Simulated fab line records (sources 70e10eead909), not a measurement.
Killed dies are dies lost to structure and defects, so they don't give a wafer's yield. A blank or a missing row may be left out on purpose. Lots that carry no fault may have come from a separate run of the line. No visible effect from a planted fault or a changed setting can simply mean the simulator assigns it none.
8D (eight disciplines) problem report, filled in by code / flow nand-harc / the parts of the form that need people (team, actions taken, sign-off) are left out

== 1. THE PROBLEM ==
At NHARC_P_STI_INSPECT_25, raw-defect-count averages 1111 over 6 wafers from 2 lots, while fault-free wafers read 252, standard deviation 100. Measured from the usual mean, that is +8.6 standard deviations.
First observed at day 8 10:38: wafer L792.2, on defect-inspect-01. The record has a number at this step for 33 wafers belonging to 11 lots. Rule for "out" (also "out of limits"): further than 4 standard deviations from the usual mean. Any other wafer with a number is counted as sound.

== 2. WHAT IT IS AND WHAT IT IS NOT ==
question=which readings at this step | is=raw-defect-count | is not=-
question=which lots | is=L792, L793 | is not=L781, L782, L783, L787, L799, L800, L801, L803, L804
question=which wafers of those lots | is=all that have a number | is not=-
question=read on which gauges | is=defect-inspect-01, defect-inspect-02 | is not=-
question=when | is=from day 8 10:38 | is not=up to then (12 sound wafers); but 15 sound wafers of L799, L800, L801, L803, L804 came after

== 3. SUSPECTS, AND WHAT RULES EACH OUT ==
Counting: a tool at any process step up to the reading remains a suspect when it ran all the lots that are out and ran no sound lot after the first of those.
- the gauge at NHARC_P_STI_INSPECT_25 has been ruled out. The wafers that are out were read on 2 gauges (defect-inspect-01, defect-inspect-02).
- rie-diel-06 at NHARC_P_STI_DESCUM_14 (chemistry O2, time 3 s): ruled out as a lasting fault. The sound lots L800, L801, L803 went through it after L792, its earliest lot that is out (day 7 08:41).
- rie-diel-06 at NHARC_P_STI_ETCH_31 (etches the open film in CF4/CHF3, target depth 108.9 nm, time 54.5 s): ruled out as a lasting fault. The sound lots L800, L801, L803 went through it after L792, its earliest lot that is out (day 8 02:29). With no start given for some of its lots, NHARC_P_STI_ETCH_31 uses the hours and lot order of NHARC_P_STI_STRIP_24.
- wet-bench-06 at NHARC_P_STI_STRIP_24 (strips Si3N4 in H3PO4): ruled out as a lasting fault. The sound lots L799, L800 went through it after L792, its earliest lot that is out (day 8 02:29).
Left after counting: nothing in the record.

== 4. THE CAUSE (what the simulator had put in) ==
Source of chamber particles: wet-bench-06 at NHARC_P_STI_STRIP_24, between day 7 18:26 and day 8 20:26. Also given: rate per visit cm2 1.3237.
Counting ruled it out, wrongly: the rule takes a fault to strike every lot that its tool runs from its start on, and this one did not.

== 5. THE EFFECT CHAIN, in route order ==
One row per reading whose mean, taken over the struck wafers that have a number, lies over 3 standard deviations from the usual. Only readings for which the record gives a usual standard deviation are gone through. hours: the time from each lot's start at the first step in this table that gives one to its start at this step, as a median over the lots. sigmas: the change in usual standard deviations.
hours=0; step=NHARC_P_STI_INSPECT_25; reading=raw-defect-count; usual=252; on struck wafers=1111; change=+859; sigmas=+8.6
hours=23; step=NHARC_P_GATE_INSPECT_28; reading=raw-defect-count; usual=5.7; on struck wafers=859.2; change=+853.5; sigmas=+99 or more
hours=489; step=NHARC_END_SORT_01; reading=killed-at-periphery; usual=3.6; on struck wafers=88.0; change=+84.4; sigmas=+32
hours=489; step=NHARC_END_SORT_01; reading=killed-dies; usual=58; on struck wafers=132; change=+74; sigmas=+3.7

== 6. HOW IT WOULD HAVE BEEN CAUGHT EARLIER ==
Counted from the fault's start at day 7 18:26, it took 16 hours until the first out-of-limits reading at a measuring or inspecting step in this record, taken at day 8 10:38.
